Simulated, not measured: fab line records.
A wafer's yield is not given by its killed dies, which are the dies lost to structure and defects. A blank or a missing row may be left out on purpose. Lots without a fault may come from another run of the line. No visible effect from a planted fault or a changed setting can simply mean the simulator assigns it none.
Matching of chambers    flow n5 finfet    cvd co-02 running N5_BEOL_M1_CO_CAP_55: 3 sister chambers
The step material Co, precursor CCTBA/H2, target thk 2 nm, time 102.1 s. 6 wafers are shown with their chamber, then 8 later ones without.

## WAFERS WITH THEIR CHAMBER
wafer   chamber  heater power w (W)
L088.5  0        305
L090.5  1        209
L093.1  2        230
L093.4  0        313
L093.6  1        204
L094.1  2        226

## WAFERS WHOSE CHAMBER IS MISSING
wafer   heater power w (W)
L094.2  314
L094.6  312
L097.1  305
L097.2  227
L097.3  209
L096.1  306
L096.4  217
L096.6  204

## WHICH CHAMBER EACH ONE RAN IN
wafer   from the rows above      in truth
L094.2  0                        0
L094.6  0                        0
L097.1  0                        0
L097.2  2                        2
L097.3  1                        1
L096.1  0                        0
L096.4  can't be placed: 1 or 2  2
L096.6  1                        1
Correct placement for 7 of the 8. Not placeable from these rows: 1 (in 1, the candidates include the true chamber). Wrongly placed: 0.
How it was worked out, from the rows above alone: a wafer's distance from a chamber is the root of the sum, over the readings, of the square of ((its reading less the chamber's mean) divided by the reading's scatter). The wafer belongs to the nearest chamber; if the next one is less than 2 further off, it can't be placed. For every chamber, the mean is computed from those of its wafers that are shown. The scatter is the square root of a quotient: the sum, over the shown wafers, of each reading's squared deviation from its chamber's mean, divided by wafers minus chambers.
